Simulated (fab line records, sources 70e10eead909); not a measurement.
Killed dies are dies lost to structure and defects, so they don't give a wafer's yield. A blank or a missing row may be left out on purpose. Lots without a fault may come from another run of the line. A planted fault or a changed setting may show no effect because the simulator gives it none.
Which tool did it? | flow nand_harc | 12 lots, 36 wafers sampled, at 5 steps of a route of 1159

WHAT THE GAUGES READ, wafer by wafer
NHARC_END_SORT_01.
lot  | measured     | on        | killed_at_array | killed_at_other | killed_at_periphery | killed_dies | killed_open | killed_short
L209 | day 19 16:29 | prober-01 | 22 20 24        | 0 0 0           | 2 6 3               | 24 26 27    | 2 4 3       | 4 1 3
L211 | day 19 14:54 | prober-02 | 26 27 23        | 1 1 0           | 2 3 1               | 29 31 24    | 2 4 2       | 1 2 2
L213 | day 20 22:35 | prober-01 | 13 15 14        | 0 1 0           | 1 4 3               | 14 20 17    | 4 7 4       | 2 1 4
L222 | day 23 01:42 | prober-01 | 670 670 671     | 3 3 4           | 4 4 2               | 677 677 677 | 5 6 3       | 5 2 1
L223 | day 23 02:31 | prober-02 | 676 672 675     | 0 0 0           | 1 5 2               | 677 677 677 | 3 4 3       | 1 3 1
L224 | day 23 20:14 | prober-01 | 18 26 25        | 2 3 3           | 0 4 5               | 20 33 33    | 2 3 6       | 0 1 2
L226 | day 24 02:37 | prober-02 | 27 39 41        | 0 0 0           | 5 3 1               | 32 42 42    | 1 7 2       | 3 1 3
L227 | day 24 20:16 | prober-01 | 56 50 50        | 0 0 0           | 1 1 1               | 57 51 51    | 3 2 2       | 1 1 1
L228 | day 24 12:30 | prober-02 | 64 50 50        | 3 1 0           | 2 5 4               | 69 56 54    | 3 4 5       | 2 1 2

WHICH TOOL RAN EACH LOT (tool, then ch and the chambers of the sampled wafers, then the start)
lot  | NHARC_A_CHANNEL_HOLE_D1_ETCH_39    | NHARC_A_CHANNEL_FILL_D1_ALD_15                 | NHARC_A_CHANNEL_FILL_D1_ETCHBACK_20 | NHARC_A_CHANNEL_FILL_D1_STRIP_28
L209 | rie_diel-06 ch 0,1, day 8 01:47    | ald_sin_batch-01 ch 0, day 9 13:05 or earlier  | rie_diel-11 ch 0,3, day 9 13:05     | rie_diel-11 ch 0,2,3, day 9 13:11
L210 | rie_diel-07 ch 0,1, day 8 23:36    | ald_sin_batch-03 ch 0, day 10 06:43 or earlier | rie_diel-04 ch 0,3, day 10 06:43    | rie_diel-04 ch 0,1, day 10 06:49
L211 | rie_diel-05 ch 0,1,2, day 8 23:52  | ald_sin_batch-03 ch 0, day 10 06:43 or earlier | rie_diel-11 ch 1,2,3, day 10 06:43  | rie_diel-11 ch 0,1,2, day 10 06:48
L212 | rie_diel-07 ch 1,2, day 9 14:35    | ald_sin_batch-03 ch 0, day 10 22:04 or earlier | rie_diel-10 ch 1,2, day 10 22:04    | rie_diel-10 ch 1,2, day 10 22:10
L213 | rie_diel-06 ch 1,2, day 9 14:47    | ald_sin_batch-03 ch 0, day 10 22:05 or earlier | rie_diel-04 ch 0,3, day 10 22:05    | rie_diel-04 ch 2,3, day 10 22:10
L216 | rie_diel-07 ch 0,1,2, day 10 05:41 | ald_sin_batch-01 ch 0, day 11 15:24 or earlier | rie_diel-04 ch 1,2,3, day 11 15:24  | rie_diel-04 ch 0,1,3, day 11 15:29
L222 | rie_diel-05 ch 0,1,2, day 11 20:16 | -                                              | -                                   | -
L223 | rie_diel-05 ch 2,3, day 12 02:25   | -                                              | -                                   | -
L224 | rie_diel-06 ch 2,3, day 12 11:07   | ald_sin_batch-01 ch 0, day 13 17:53 or earlier | rie_diel-11 ch 0,1,3, day 13 17:53  | rie_diel-11 ch 2,3, day 13 17:58
L226 | rie_diel-06 ch 0,2,3, day 12 19:04 | ald_sin_batch-01 ch 0, day 14 05:10 or earlier | rie_diel-04 ch 0,2,3, day 14 05:10  | rie_diel-04 ch 0,1,2, day 14 05:15
L227 | rie_diel-07 ch 0,2,3, day 12 19:20 | ald_sin_batch-01 ch 0, day 14 05:11 or earlier | rie_diel-10 ch 0,2,3, day 14 05:11  | rie_diel-10 ch 0,2,3, day 14 05:15
L228 | rie_diel-06 ch 0,1,3, day 13 10:27 | ald_sin_batch-01 ch 0, day 14 19:23 or earlier | rie_diel-04 ch 0,1,2, day 14 19:23  | rie_diel-04 ch 1,2,3, day 14 19:28
- NHARC_A_CHANNEL_HOLE_D1_ETCH_39: etches the open film in N2/H2, target depth 260 nm, time 325 s.
- NHARC_A_CHANNEL_FILL_D1_ALD_15: deposits SiNx, target thk 2 nm, pulse time 60 s, ald cycles 19.
- NHARC_A_CHANNEL_FILL_D1_ETCHBACK_20: etches the open film in C4F8/O2/Ar, target depth 27 nm, time 13.5 s.
- NHARC_A_CHANNEL_FILL_D1_STRIP_28: strips in O2, time 20 s.

WHAT THE TOOLS THEMSELVES READ (means of the sampled wafers that have a number; where no wafer has one, the mark that the record gives instead)
NHARC_A_CHANNEL_HOLE_D1_ETCH_39.
lot  | tool        | drypump_motor_current_A (A) | mfc_ar_sccm (sccm) | oes_product_au (a.u.) | rf_vpp_V (V) | run_length_s (s) | showerhead_plenum_p_Torr (Torr) | throttle_valve_pct (%)
L209 | rie_diel-06 | 6.0                         | 0.016              | 0.993                 | 428.8        | 346.2            | 1.97                            | 14.174
L210 | rie_diel-07 | 6.2                         | 0.000              | 1.002                 | 432.3        | 346.2            | 2.12                            | 14.177
L211 | rie_diel-05 | 5.4                         | 0.012              | 1.016                 | 431.8        | 346.3            | 2.07                            | 14.179
L212 | rie_diel-07 | 6.2                         | 0.000              | 0.990                 | 433.5        | 346.4            | 2.15                            | 14.172
L213 | rie_diel-06 | 5.8                         | 0.004              | 1.006                 | 427.6        | 345.9            | 1.92                            | 14.167
L216 | rie_diel-07 | 6.3                         | 0.000              | 0.994                 | 432.7        | 346.2            | 2.12                            | 14.170
L222 | rie_diel-05 | 5.4                         | 0.012              | 1.016                 | 431.5        | 205.0            | 2.07                            | 14.169
L223 | rie_diel-05 | 5.5                         | 0.013              | 1.014                 | 432.1        | 205.2            | 2.05                            | 14.173
L224 | rie_diel-06 | 5.4                         | 0.000              | 0.998                 | 426.6        | 346.1            | 1.93                            | 14.173
L226 | rie_diel-06 | 5.5                         | 0.008              | 1.003                 | 429.5        | 346.1            | 1.99                            | 14.173
L227 | rie_diel-07 | 6.4                         | 0.000              | 0.997                 | 431.0        | 346.3            | 2.06                            | 14.158
L228 | rie_diel-06 | 5.6                         | 0.012              | 1.013                 | 428.0        | 346.0            | 1.97                            | 14.170

NHARC_A_CHANNEL_FILL_D1_ALD_15.
lot  | tool             | precursor_pulse_height_rel
L209 | ald_sin_batch-01 | 0.979
L210 | ald_sin_batch-03 | 1.014
L211 | ald_sin_batch-03 | 0.968
L212 | ald_sin_batch-03 | 1.007
L213 | ald_sin_batch-03 | 1.008
L216 | ald_sin_batch-01 | 0.984
L224 | ald_sin_batch-01 | 1.009
L226 | ald_sin_batch-01 | 1.001
L227 | ald_sin_batch-01 | 1.015
L228 | ald_sin_batch-01 | 0.992

NHARC_A_CHANNEL_FILL_D1_ETCHBACK_20.
lot  | tool        | oes_product_au (a.u.) | rf_vpp_V (V)
L209 | rie_diel-11 | 0.99                  | 973
L210 | rie_diel-04 | 0.92                  | 979
L211 | rie_diel-11 | 1.00                  | 981
L212 | rie_diel-10 | 0.95                  | 983
L213 | rie_diel-04 | 0.93                  | 982
L216 | rie_diel-04 | 0.92                  | 979
L224 | rie_diel-11 | 0.92                  | 975
L226 | rie_diel-04 | 1.01                  | 982
L227 | rie_diel-10 | 0.91                  | 981
L228 | rie_diel-04 | 1.01                  | 979

NHARC_A_CHANNEL_FILL_D1_STRIP_28.
lot  | tool        | drypump_motor_current_A (A) | mfc_ar_sccm (sccm) | oes_product_au (a.u.) | rf_vpp_V (V) | showerhead_plenum_p_Torr (Torr) | throttle_valve_pct (%)
L209 | rie_diel-11 | 5.7                         | 0.014              | 0.984                 | 56.8         | 3.49                            | 17.035
L210 | rie_diel-04 | 5.5                         | 0.009              | 1.008                 | 57.3         | 3.54                            | 17.033
L211 | rie_diel-11 | 5.5                         | 0.010              | 0.996                 | 58.2         | 3.55                            | 17.040
L212 | rie_diel-10 | 5.8                         | 0.014              | 0.997                 | 59.1         | 3.58                            | 17.031
L213 | rie_diel-04 | 5.6                         | 0.020              | 1.000                 | 58.0         | 3.68                            | 17.035
L216 | rie_diel-04 | 5.5                         | 0.008              | 1.000                 | 57.5         | 3.49                            | 17.042
L224 | rie_diel-11 | 5.7                         | 0.010              | 0.989                 | 58.0         | 3.53                            | 17.040
L226 | rie_diel-04 | 5.7                         | 0.013              | 1.009                 | 57.7         | 3.57                            | 17.030
L227 | rie_diel-10 | 5.6                         | 0.010              | 0.989                 | 58.4         | 3.58                            | 17.025
L228 | rie_diel-04 | 5.8                         | 0.012              | 0.994                 | 57.3         | 3.53                            | 17.039

THE ANSWER, worked out from the rows above alone
Rule: what is usual is taken from the lots themselves. Put in order of their means at a reading, lots are off if they are a third of the lots or fewer, leave a main group of 4 or more, and stand apart from it by a gap of 3 or more times the standard deviation of the main group's means; of several such gaps the widest counts. A main group whose means are all the same, to the digits that the tables above print for the reading, isn't used. A lot without any number at a reading at which 4 lots or more have one is off too. The other lots that the step has rows for count as sound. The gauges are gone through in route order, then the tools' own readings, and for those a lot's mean is taken as printed above. The first step at which some lot is off is used, and at that step the reading that is off furthest; a lot without a number counts as furthest.
Off: L222, L223, at NHARC_END_SORT_01 (killed_dies). The main group: mean 36, standard deviation 14. Neither off nor sound, because the step has no rows for them: L210, L212, L216.
A tool fits if, at a process step before that reading, it ran every lot that is off, and no sound lot after the first of them. The gauges at NHARC_END_SORT_01 aren't tried: what is off there is off at NHARC_A_CHANNEL_HOLE_D1_ETCH_39 too, on other tools, and a gauge's error can't cause that. NHARC_A_CHANNEL_FILL_D1_ALD_15 gives no start for some lots, so the hours and the order of its lots are those of NHARC_A_CHANNEL_FILL_D1_ETCHBACK_20. One fits: rie_diel-05 at NHARC_A_CHANNEL_HOLE_D1_ETCH_39. Its last sound lot is L211 (day 8 23:52), its first lot that is off L222 (day 11 20:16): a fault that began between those two fits.
The tool's own readings at NHARC_A_CHANNEL_HOLE_D1_ETCH_39 bear it out: on the lots that are off they differ by more than 5 times the standard deviation of the sound lots' means. run_length_s reads 205.1 s there against 346.1 s on the sound lots.

WHAT THE SIMULATOR HAD PUT IN
Process parameter drift: rie_diel-05, from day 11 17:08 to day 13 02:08, at NHARC_A_CHANNEL_HOLE_D1_ETCH_39. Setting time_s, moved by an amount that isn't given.
Lots struck among those shown: L222, L223. The rule above found the same.
